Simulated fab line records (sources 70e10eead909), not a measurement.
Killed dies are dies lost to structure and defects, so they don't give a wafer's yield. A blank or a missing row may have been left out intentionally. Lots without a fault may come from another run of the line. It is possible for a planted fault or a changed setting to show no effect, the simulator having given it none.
Chamber matching || flow nand harc || cmp-02 running NHARC_P_BONDPAD_CMP_19: 4 sister chambers
The step polishes, t overpolish 30 s, cu recess touch 16 s, target thk 160.81 nm. 18 wafers are shown with their chamber, then 9 later ones without.

## WAFERS, EACH WITH ITS CHAMBER
{"wafer": "L075.1", "chamber": 2, "motor current A (A)": 10.9, "edge zone pressure frac": 0.999, "overpolish run s (s)": 29.998}
{"wafer": "L075.5", "chamber": 2, "motor current A (A)": 11.0, "edge zone pressure frac": 0.999, "overpolish run s (s)": 30.000}
{"wafer": "L075.6", "chamber": 1, "motor current A (A)": 13.6, "edge zone pressure frac": 1.008, "overpolish run s (s)": 30.011}
{"wafer": "L077.2", "chamber": 0, "motor current A (A)": 11.2, "edge zone pressure frac": 0.996, "overpolish run s (s)": 30.014}
{"wafer": "L077.4", "chamber": 1, "motor current A (A)": 13.7, "edge zone pressure frac": 0.998, "overpolish run s (s)": 29.993}
{"wafer": "L077.6", "chamber": 3, "motor current A (A)": 12.5, "edge zone pressure frac": 1.002, "overpolish run s (s)": 29.997}
{"wafer": "L079.1", "chamber": 1, "motor current A (A)": 13.7, "edge zone pressure frac": 1.006, "overpolish run s (s)": 29.998}
{"wafer": "L079.2", "chamber": 0, "motor current A (A)": 11.1, "edge zone pressure frac": 0.996, "overpolish run s (s)": 30.009}
{"wafer": "L079.6", "chamber": 2, "motor current A (A)": 11.4, "edge zone pressure frac": 1.001, "overpolish run s (s)": 30.001}
{"wafer": "L086.1", "chamber": 2, "motor current A (A)": 10.8, "edge zone pressure frac": 0.997, "overpolish run s (s)": 29.998}
{"wafer": "L086.5", "chamber": 0, "motor current A (A)": 11.0, "edge zone pressure frac": 0.995, "overpolish run s (s)": 30.017}
{"wafer": "L086.6", "chamber": 1, "motor current A (A)": 14.0, "edge zone pressure frac": 1.007, "overpolish run s (s)": 29.979}
{"wafer": "L088.3", "chamber": 1, "motor current A (A)": 14.0, "edge zone pressure frac": 1.003, "overpolish run s (s)": 30.010}
{"wafer": "L088.4", "chamber": 2, "motor current A (A)": 11.0, "edge zone pressure frac": 0.991, "overpolish run s (s)": 29.999}
{"wafer": "L088.6", "chamber": 0, "motor current A (A)": 10.7, "edge zone pressure frac": 0.999, "overpolish run s (s)": 30.012}
{"wafer": "L089.1", "chamber": 0, "motor current A (A)": 11.3, "edge zone pressure frac": 0.994, "overpolish run s (s)": 30.015}
{"wafer": "L089.2", "chamber": 1, "motor current A (A)": 13.9, "edge zone pressure frac": 1.007, "overpolish run s (s)": 30.005}
{"wafer": "L089.3", "chamber": 3, "motor current A (A)": 13.0, "edge zone pressure frac": 1.003, "overpolish run s (s)": 30.010}

SIGNATURES (averages over the wafers above)
{"reading": "motor current A", "chamber 0": 11.060, "chamber 1": 13.817, "chamber 2": 11.020, "chamber 3": 12.750, "scatter within a chamber": 0.223}
{"reading": "edge zone pressure frac", "chamber 0": 0.99600, "chamber 1": 1.00483, "chamber 2": 0.99740, "chamber 3": 1.00250, "scatter within a chamber": 0.00321}
{"reading": "overpolish run s", "chamber 0": 30.01340, "chamber 1": 29.99933, "chamber 2": 29.99920, "chamber 3": 30.00350, "scatter within a chamber": 0.00786}
Rule: distance of a wafer from a chamber = root of the sum over the readings of ((wafer's reading minus chamber's mean) / reading's scatter) squared. If the next closest chamber is less than 2 further off than the closest, the wafer can't be placed; otherwise it belongs to the closest. The scatter: take each reading less its chamber's mean, square it, sum over the shown wafers, divide by the number of wafers less the number of chambers, and take the root.

## WAFERS WITHOUT THEIR CHAMBER
{"wafer": "L092.2", "motor current A (A)": 13.0, "edge zone pressure frac": 1.001, "overpolish run s (s)": 30.008}
{"wafer": "L092.4", "motor current A (A)": 14.2, "edge zone pressure frac": 0.991, "overpolish run s (s)": 30.011}
{"wafer": "L092.6", "motor current A (A)": 10.6, "edge zone pressure frac": 1.006, "overpolish run s (s)": 29.983}
{"wafer": "L095.2", "motor current A (A)": 14.7, "edge zone pressure frac": 1.004, "overpolish run s (s)": 30.022}
{"wafer": "L095.3", "motor current A (A)": 10.6, "edge zone pressure frac": 0.997, "overpolish run s (s)": 30.002}
{"wafer": "L095.6", "motor current A (A)": 11.2, "edge zone pressure frac": 0.996, "overpolish run s (s)": 29.988}
{"wafer": "L097.4", "motor current A (A)": 11.4, "edge zone pressure frac": 1.003, "overpolish run s (s)": 30.014}
{"wafer": "L097.5", "motor current A (A)": 11.1, "edge zone pressure frac": 1.003, "overpolish run s (s)": 30.015}
{"wafer": "L097.6", "motor current A (A)": 13.9, "edge zone pressure frac": 1.005, "overpolish run s (s)": 29.993}

## WHICH CHAMBER EACH ONE RAN IN
{"wafer": "L092.2", "from the rows above": 3, "in truth": 3}
{"wafer": "L092.4", "from the rows above": 1, "in truth": 1}
{"wafer": "L092.6", "from the rows above": "can't be placed: 2 or 0", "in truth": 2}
{"wafer": "L095.2", "from the rows above": 1, "in truth": 1}
{"wafer": "L095.3", "from the rows above": "can't be placed: 2 or 0", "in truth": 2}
{"wafer": "L095.6", "from the rows above": "can't be placed: 2 or 0", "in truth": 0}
{"wafer": "L097.4", "from the rows above": "can't be placed: 0 or 2", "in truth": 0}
{"wafer": "L097.5", "from the rows above": "can't be placed: 0 or 2", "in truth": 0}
{"wafer": "L097.6", "from the rows above": 1, "in truth": 1}
Correct placement for 4 of the 9. From these rows, 5 cannot be placed; in 5 the true chamber is one of the candidates. 0 placed wrongly.
